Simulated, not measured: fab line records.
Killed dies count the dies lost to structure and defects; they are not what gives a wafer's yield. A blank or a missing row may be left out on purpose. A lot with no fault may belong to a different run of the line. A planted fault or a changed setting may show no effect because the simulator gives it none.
Matching of chambers + flow n5 finfet + N5_BEOL_M9_ETCH_65 on rie diel-02 has 4 sister chambers
The step etches SiARC in CF4, target depth 15.6 nm, time 26 s. 24 wafers are shown with their chamber, then 12 later ones without.

WAFERS, EACH WITH ITS CHAMBER
| wafer  | chamber | showerhead plenum p Torr (Torr) | etch rf on time s (s) | throttle valve pct (%) |
|--------|---------|---------------------------------|-----------------------|------------------------|
| L074.1 | 3       | 2.20                            | 26.4                  | 15.66                  |
| L074.3 | 1       | 2.18                            | 26.1                  | 15.29                  |
| L074.4 | 0       | 2.20                            | 26.9                  | 15.76                  |
| L077.3 | 0       | 2.20                            | 26.5                  | 15.77                  |
| L077.5 | 0       | 2.20                            | 26.7                  | 15.76                  |
| L077.6 | 3       | 2.20                            | 26.1                  | 15.69                  |
| L079.2 | 1       | 2.17                            | 25.9                  | 15.31                  |
| L079.4 | 2       | 2.29                            | 27.2                  | 15.18                  |
| L079.5 | 3       | 2.20                            | 26.5                  | 15.71                  |
| L081.1 | 3       | 2.19                            | 26.5                  | 15.69                  |
| L081.2 | 2       | 2.28                            | 27.6                  | 15.20                  |
| L081.6 | 3       | 2.19                            | 26.5                  | 15.73                  |
| L083.3 | 1       | 2.17                            | 26.2                  | 15.36                  |
| L083.5 | 2       | 2.28                            | 27.3                  | 15.18                  |
| L083.6 | 0       | 2.19                            | 25.6                  | 15.35                  |
| L090.2 | 1       | 2.17                            | 26.0                  | 15.35                  |
| L090.3 | 2       | 2.28                            | 27.0                  | 15.21                  |
| L090.5 | 0       | 2.19                            | 25.9                  | 15.36                  |
| L089.1 | 1       | 2.16                            | 26.3                  | 15.37                  |
| L089.3 | 0       | 2.19                            | 25.8                  | 15.38                  |
| L089.6 | 1       | 2.16                            | 26.2                  | 15.34                  |
| L091.1 | 1       | 2.16                            | 26.3                  | 15.38                  |
| L091.2 | 3       | 2.19                            | 25.9                  | 15.18                  |
| L091.3 | 2       | 2.28                            | 27.6                  | 15.22                  |

SIGNATURES, as means of the wafers listed above
| reading                  | chamber 0 | chamber 1 | chamber 2 | chamber 3 | scatter within a chamber |
|--------------------------|-----------|-----------|-----------|-----------|--------------------------|
| showerhead plenum p Torr | 2.1950    | 2.1671    | 2.2820    | 2.1950    | 0.00601                  |
| etch rf on time s        | 26.233    | 26.143    | 27.340    | 26.317    | 0.329                    |
| throttle valve pct       | 15.5633   | 15.3429   | 15.1980   | 15.6100   | 0.154                    |
Rule: a wafer lies at a distance from a chamber equal to the root of the sum of squares, over the readings, of (its reading less the chamber's mean, divided by the reading's scatter). The wafer belongs to the nearest chamber; if the next one is less than 2 further off, it can't be placed. The scatter: take each reading less its chamber's mean, square it, sum over the shown wafers, divide by the number of wafers less the number of chambers, and take the root.

WAFERS WITH NO CHAMBER GIVEN
| wafer  | showerhead plenum p Torr (Torr) | etch rf on time s (s) | throttle valve pct (%) |
|--------|---------------------------------|-----------------------|------------------------|
| L091.4 | 2.19                            | 26.5                  | 15.37                  |
| L091.5 | 2.16                            | 26.5                  | 15.37                  |
| L091.6 | 2.19                            | 26.2                  | 15.36                  |
| L094.1 | 2.16                            | 26.4                  | 15.37                  |
| L094.2 | 2.19                            | 26.0                  | 15.20                  |
| L094.3 | 2.19                            | 26.3                  | 15.40                  |
| L094.4 | 2.28                            | 27.6                  | 15.24                  |
| L094.5 | 2.19                            | 26.1                  | 15.18                  |
| L094.6 | 2.28                            | 27.5                  | 15.24                  |
| L097.1 | 2.18                            | 25.6                  | 15.40                  |
| L097.3 | 2.19                            | 25.7                  | 15.19                  |
| L097.4 | 2.27                            | 26.8                  | 15.25                  |

CHAMBER TAKEN BY EACH
| wafer  | from the rows above          | in truth |
|--------|------------------------------|----------|
| L091.4 | can't be placed: 0 or 3      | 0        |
| L091.5 | 1                            | 1        |
| L091.6 | can't be placed: 0 or 3      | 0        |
| L094.1 | 1                            | 1        |
| L094.2 | can't be placed: 0 or 3 or 1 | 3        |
| L094.3 | can't be placed: 0 or 3      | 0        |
| L094.4 | 2                            | 2        |
| L094.5 | can't be placed: 0 or 3 or 1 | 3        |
| L094.6 | 2                            | 2        |
| L097.1 | can't be placed: 1 or 0 or 3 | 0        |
| L097.3 | can't be placed: 0 or 3 or 1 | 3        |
| L097.4 | 2                            | 2        |
Placed correctly: 5 of 12. Not placeable from these rows: 7 (in 7, the candidates include the true chamber). Placed wrongly: 0.
